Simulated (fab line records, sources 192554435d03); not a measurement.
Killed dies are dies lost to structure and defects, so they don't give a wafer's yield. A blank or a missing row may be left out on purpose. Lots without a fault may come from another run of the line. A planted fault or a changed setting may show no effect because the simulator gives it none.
Which tool did it? | flow n5_finfet | 9 lots, 27 wafers sampled, at 7 steps of a route of 1938

WHAT THE GAUGES READ, wafer by wafer
N5_MOL_CONTACT_COAG_THK_MEAS_53. Usual: VIA_MOL_THK 44.0 nm, standard deviation 0.57.
lot  | measured     | on            | VIA_MOL_THK (nm) | flag
L864 | day 5 12:55  | film_metro-01 | 44.4 44.1 44.7   |
L866 | day 6 04:26  | film_metro-01 | 43.8 43.7 44.1   |
L871 | day 7 07:38  | film_metro-01 | 43.7 43.9 44.5   |
L874 | day 8 00:05  | film_metro-01 | 43.6 44.7 44.7   |
L875 | day 8 04:16  | film_metro-01 | - - -            | OFF
L876 | day 8 10:46  | film_metro-02 | - - -            | OFF
L877 | day 8 22:29  | film_metro-01 | - - -            | OFF
L886 | day 10 23:15 | film_metro-02 | 43.4 43.5 44.4   |
L885 | day 11 03:49 | film_metro-02 | 44.1 44.1 43.9   |

N5_MOL_CONTACT_COAG_INSPECT_97: inspects for defects (darkfield). Usual: raw_defect_count 48, standard deviation 19.
lot  | measured     | on                | raw_defect_count | flag
L864 | day 5 15:58  | defect_inspect-01 | 42 42 32         |
L866 | day 6 07:29  | defect_inspect-01 | 71 43 105        |
L871 | day 7 10:43  | defect_inspect-01 | 57 17 29         |
L874 | day 8 03:21  | defect_inspect-01 | 42 46 18         |
L875 | day 8 07:20  | defect_inspect-01 | 1339 1278 1247   | OFF
L876 | day 8 13:49  | defect_inspect-02 | 1294 1299 1302   | OFF
L877 | day 9 01:33  | defect_inspect-01 | 1245 1232 1218   | OFF
L886 | day 11 02:19 | defect_inspect-01 | 70 46 46         |
L885 | day 11 06:55 | defect_inspect-02 | 43 60 56         |

N5_BEOL_M4_RC_MEAS_101. Usual: DIBL_N 35.9 mV/V, standard deviation 1.3; DIBL_P 35.9 mV/V, standard deviation 1.6; IOFF_N 0.156 nA/um, standard deviation 0.022; IOFF_P 0.205 nA/um, standard deviation 0.023; ION_N 675 uA/um, standard deviation 9; ION_P 463 uA/um, standard deviation 5.6; SS_N 71.4 mV/dec, standard deviation 0.57; SS_P 73.1 mV/dec, standard deviation 0.52; VT_N 249.7 mV, standard deviation 2.8; VT_P -250.2 mV, standard deviation 2.5.
lot  | measured     | on        | DIBL_N (mV/V)  | DIBL_P (mV/V)  | IOFF_N (nA/um)    | IOFF_P (nA/um)    | ION_N (uA/um) | ION_P (uA/um) | SS_N (mV/dec)  | SS_P (mV/dec)  | VT_N (mV)         | VT_P (mV)            | flag
L864 | day 8 04:08  | prober-02 | 35.6 35.5 35.9 | 34.2 34.0 33.5 | 0.159 0.150 0.156 | 0.222 0.217 0.207 | 675 666 667   | 464 461 457   | 71.5 72.1 71.5 | 73.0 72.8 72.6 | 246.2 250.6 248.4 | -248.6 -248.1 -250.1 |
L866 | day 8 10:27  | prober-02 | 35.7 34.0 36.6 | 36.3 33.5 37.3 | 0.169 0.136 0.185 | 0.208 0.173 0.220 | 679 663 680   | 460 454 463   | 71.8 71.2 72.8 | 73.6 72.4 72.9 | 247.4 252.1 247.1 | -251.9 -254.5 -251.7 |
L871 | day 10 06:52 | prober-02 | 37.2 35.3 35.9 | 36.4 34.1 35.7 | 0.155 0.128 0.136 | 0.213 0.190 0.205 | 672 656 661   | 463 456 459   | 72.2 71.9 71.6 | 73.2 72.2 73.4 | 249.8 253.4 250.5 | -249.4 -249.6 -251.1 |
L874 | day 10 13:40 | prober-01 | 35.9 35.2 35.7 | 36.0 35.3 35.8 | 0.162 0.151 0.155 | 0.199 0.188 0.194 | 670 678 670   | 461 465 462   | 71.2 71.4 71.5 | 72.5 72.7 73.0 | 247.1 245.8 246.7 | -250.7 -251.3 -252.4 |
L886 | day 13 10:26 | prober-02 | 38.9 38.1 37.4 | 38.9 36.9 36.3 | 0.200 0.182 0.172 | 0.240 0.209 0.203 | 683 680 680   | 463 460 462   | 71.4 71.7 71.7 | 74.7 73.5 73.1 | 246.9 248.8 250.2 | -249.0 -250.7 -252.5 |
L885 | day 14 02:27 | prober-01 | 34.8 35.9 35.1 | 33.5 35.1 33.4 | 0.121 0.141 0.122 | 0.176 0.204 0.179 | 667 671 669   | 466 468 464   | 71.0 71.4 70.9 | 72.4 73.3 73.0 | 252.6 251.9 252.8 | -252.6 -248.8 -248.2 |

WHICH TOOL RAN EACH LOT (tool, then ch and the chambers of the sampled wafers, then the start)
lot  | N5_MOL_CONTACT_COAG_DESCUM_45      | N5_MOL_CONTACT_COAG_ETCH_124      | N5_MOL_CONTACT_COAG_CMP_52    | N5_BEOL_M0_SAQP_PECVD_96
L864 | rie_diel-03 ch 1,2, day 5 10:40    | rie_diel-03 ch 1,2, day 5 11:24   | cmp-04 ch 0,1,3, day 5 12:42  | pecvd-04 ch 0,1,2, day 5 18:34
L866 | rie_diel-03 ch 0,3, day 6 02:38    | rie_diel-05 ch 1,3, day 6 03:14   | cmp-01 ch 0,3, day 6 04:08    | pecvd-03 ch 0,1,2, day 6 08:35
L871 | rie_diel-05 ch 0,1, day 7 06:04    | rie_diel-05 ch 0,2, day 7 06:34   | cmp-01 ch 1,2, day 7 07:23    | pecvd-04 ch 0,1,2, day 7 11:17
L874 | rie_diel-04 ch 1,3, day 7 22:29    | rie_diel-05 ch 2,3, day 7 22:59   | cmp-03 ch 0,2,3, day 7 23:50  | pecvd-04 ch 2, day 8 05:58
L875 | rie_diel-04 ch 0,1,3, day 8 01:59  | rie_diel-05 ch 0,3, day 8 03:12   | cmp-01 ch 1,3, day 8 04:01    | -
L876 | rie_diel-03 ch 0,1,2, day 8 09:10  | rie_diel-03 ch 0,2,3, day 8 09:42 | cmp-01 ch 0,1,2, day 8 10:28  | -
L877 | rie_diel-04 ch 1,2,3, day 8 20:26  | rie_diel-04 ch 1,2,3, day 8 21:24 | cmp-04 ch 2,3, day 8 22:11    | -
L886 | rie_diel-04 ch 0,2, day 10 21:06   | rie_diel-04 ch 1,3, day 10 22:11  | cmp-04 ch 2,3, day 10 22:59   | pecvd-02 ch 0,1, day 11 04:46
L885 | rie_diel-04 ch 0,1,2, day 11 01:35 | rie_diel-03 ch 1,2, day 11 02:45  | cmp-04 ch 0,1,2, day 11 03:34 | pecvd-03 ch 0,2, day 11 08:51
- N5_MOL_CONTACT_COAG_DESCUM_45: chemistry O2, time 7 s.
- N5_MOL_CONTACT_COAG_ETCH_124: etches SiNx in CH3F/O2, stops on SiOC, target depth 6.5 nm.
- N5_MOL_CONTACT_COAG_CMP_52: polishes, stops on SiO2, t overpolish 1.5 s, target thk 66.5 nm.
- N5_BEOL_M0_SAQP_PECVD_96: deposits a-Si from SiH4/He, target thk 45 nm, time 45.2 s.

WHAT THE TOOLS THEMSELVES READ (means of the sampled wafers that have a number; where no wafer has one, the mark that the record gives instead)
N5_MOL_CONTACT_COAG_DESCUM_45. Usual: drypump_motor_current_A 5.9 A, standard deviation 0.35; oes_product_au 0.77 a.u., standard deviation 0.082; rf_vpp_V 243.6 V, standard deviation 1.4; showerhead_plenum_p_Torr 2.12 Torr, standard deviation 0.067; throttle_valve_pct 20.48 %, standard deviation 0.28.
lot  | tool        | drypump_motor_current_A (A) | oes_product_au (a.u.) | rf_vpp_V (V) | showerhead_plenum_p_Torr (Torr) | throttle_valve_pct (%) | flag
L864 | rie_diel-03 | 5.6                         | 0.88                  | 244.2        | 2.16                            | 20.05                  |
L866 | rie_diel-03 | 5.6                         | 0.71                  | 243.8        | 2.14                            | 20.72                  |
L871 | rie_diel-05 | 5.5                         | 0.77                  | 244.6        | 2.19                            | 20.37                  |
L874 | rie_diel-04 | 6.4                         | 0.71                  | 243.9        | 2.13                            | 20.71                  |
L875 | rie_diel-04 | 6.3                         | 0.71                  | 244.1        | 2.13                            | 20.66                  |
L876 | rie_diel-03 | 5.6                         | 0.77                  | 244.2        | 2.13                            | 20.29                  |
L877 | rie_diel-04 | 6.2                         | 0.72                  | 244.4        | 2.10                            | 20.73                  |
L886 | rie_diel-04 | 6.2                         | 0.71                  | 243.7        | 2.13                            | 20.68                  |
L885 | rie_diel-04 | 6.3                         | 0.80                  | 242.9        | 2.13                            | 20.61                  |

N5_MOL_CONTACT_COAG_ETCH_124. Usual: CH3F_flow_sccm 29.99 sccm, standard deviation 0.1; drypump_motor_current_A 5.8 A, standard deviation 0.34; oes_product_au 0.66 a.u., standard deviation 0.063; rf_vpp_V 298 V, standard deviation 3.9; showerhead_plenum_p_Torr 2.03 Torr, standard deviation 0.064; throttle_valve_pct 16.34 %, standard deviation 0.27.
lot  | tool        | CH3F_flow_sccm (sccm) | drypump_motor_current_A (A) | oes_product_au (a.u.) | rf_vpp_V (V) | showerhead_plenum_p_Torr (Torr) | throttle_valve_pct (%) | flag
L864 | rie_diel-03 | 29.92                 | 5.5                         | 0.70                  | 295          | 1.99                            | 15.92                  |
L866 | rie_diel-05 | 30.11                 | 5.6                         | 0.66                  | 300          | 2.03                            | 16.30                  |
L871 | rie_diel-05 | 30.05                 | 5.6                         | 0.74                  | 300          | 2.06                            | 16.11                  |
L874 | rie_diel-05 | 30.00                 | 5.6                         | 0.72                  | 300          | 2.00                            | 16.18                  |
L875 | rie_diel-05 | 30.01                 | 5.7                         | 0.72                  | 294          | 2.01                            | 16.12                  |
L876 | rie_diel-03 | 30.03                 | 5.6                         | 0.65                  | 299          | 2.06                            | 16.42                  |
L877 | rie_diel-04 | 29.97                 | 6.2                         | 0.62                  | 297          | 2.01                            | 16.64                  |
L886 | rie_diel-04 | 30.01                 | 6.4                         | 0.74                  | 296          | 2.03                            | 16.37                  |
L885 | rie_diel-03 | 29.91                 | 5.5                         | 0.66                  | 295          | 1.98                            | 16.00                  |

N5_MOL_CONTACT_COAG_CMP_52. Usual: edge_zone_pressure_frac 1.000, standard deviation 0.0046; head_pressure_psi 4.002 psi, standard deviation 0.0088; motor_current_A 12.3 A, standard deviation 1.2; overpolish_run_s 1.500 s, standard deviation 0.0092; slurry_filter_dp_kPa 13.50 kPa, standard deviation 0.13; time_to_endpoint_s 13.6 s, standard deviation 1.7.
lot  | tool   | edge_zone_pressure_frac | head_pressure_psi (psi) | motor_current_A (A) | overpolish_run_s (s) | slurry_filter_dp_kPa (kPa) | time_to_endpoint_s (s) | flag
L864 | cmp-04 | 1.002                   | 3.998                   | 13.0                | 1.502                | 13.39                      | 15.0                   |
L866 | cmp-01 | 0.997                   | 3.995                   | 11.5                | 1.492                | 13.47                      | 12.0                   |
L871 | cmp-01 | 0.999                   | 3.997                   | 11.2                | 1.495                | 13.49                      | 11.0                   |
L874 | cmp-03 | 1.003                   | 4.003                   | 12.1                | 1.506                | 13.45                      | 12.7                   |
L875 | cmp-01 | -                       | -                       | -                   | -                    | -                          | -                      | OFF
L876 | cmp-01 | -                       | -                       | -                   | -                    | -                          | -                      | OFF
L877 | cmp-04 | -                       | -                       | -                   | -                    | -                          | -                      | OFF
L886 | cmp-04 | 1.002                   | 4.001                   | 11.2                | 1.497                | 13.39                      | 13.7                   |
L885 | cmp-04 | 0.997                   | 3.999                   | 13.5                | 1.504                | 13.69                      | 12.3                   |

N5_BEOL_M0_SAQP_PECVD_96. Usual: heater_power_w 592 W, standard deviation 43; showerhead_plenum_p_Torr 5.66 Torr, standard deviation 0.042; throttle_valve_pct 18.5 %, standard deviation 1.1.
lot  | tool     | heater_power_w (W) | showerhead_plenum_p_Torr (Torr) | throttle_valve_pct (%) | flag
L864 | pecvd-04 | 576                | 5.68                            | 18.1                   |
L866 | pecvd-03 | 628                | 5.66                            | 17.5                   |
L871 | pecvd-04 | 586                | 5.67                            | 18.5                   |
L874 | pecvd-04 | 589                | 5.68                            | 16.7                   |
L886 | pecvd-02 | 581                | 5.66                            | 19.9                   |
L885 | pecvd-03 | 620                | 5.62                            | 16.4                   |

THE ANSWER, worked out from the rows above alone
Rule: a lot is off if the mean of its wafers that have a number lies more than 3 standard deviations from the usual mean. A lot without any number at a reading at which 4 lots or more have one is off too. The other lots that the step has rows for count as sound. The gauges are gone through in route order, then the tools' own readings, and for those a lot's mean is taken as printed above. The first step at which some lot is off is used, and at that step the reading that is off furthest; a lot without a number counts as furthest.
Off: L875, L876, L877, at N5_MOL_CONTACT_COAG_THK_MEAS_53 (VIA_MOL_THK). Without a number there: L875, L876, L877.
A tool fits if, at a process step before that reading, it ran every lot that is off, and no sound lot after the first of them. The gauges at N5_MOL_CONTACT_COAG_THK_MEAS_53 aren't tried: what is off there is off at N5_MOL_CONTACT_COAG_INSPECT_97 too, on other tools, and a gauge's error can't cause that. None of those tried fits.

WHAT THE SIMULATOR HAD PUT IN
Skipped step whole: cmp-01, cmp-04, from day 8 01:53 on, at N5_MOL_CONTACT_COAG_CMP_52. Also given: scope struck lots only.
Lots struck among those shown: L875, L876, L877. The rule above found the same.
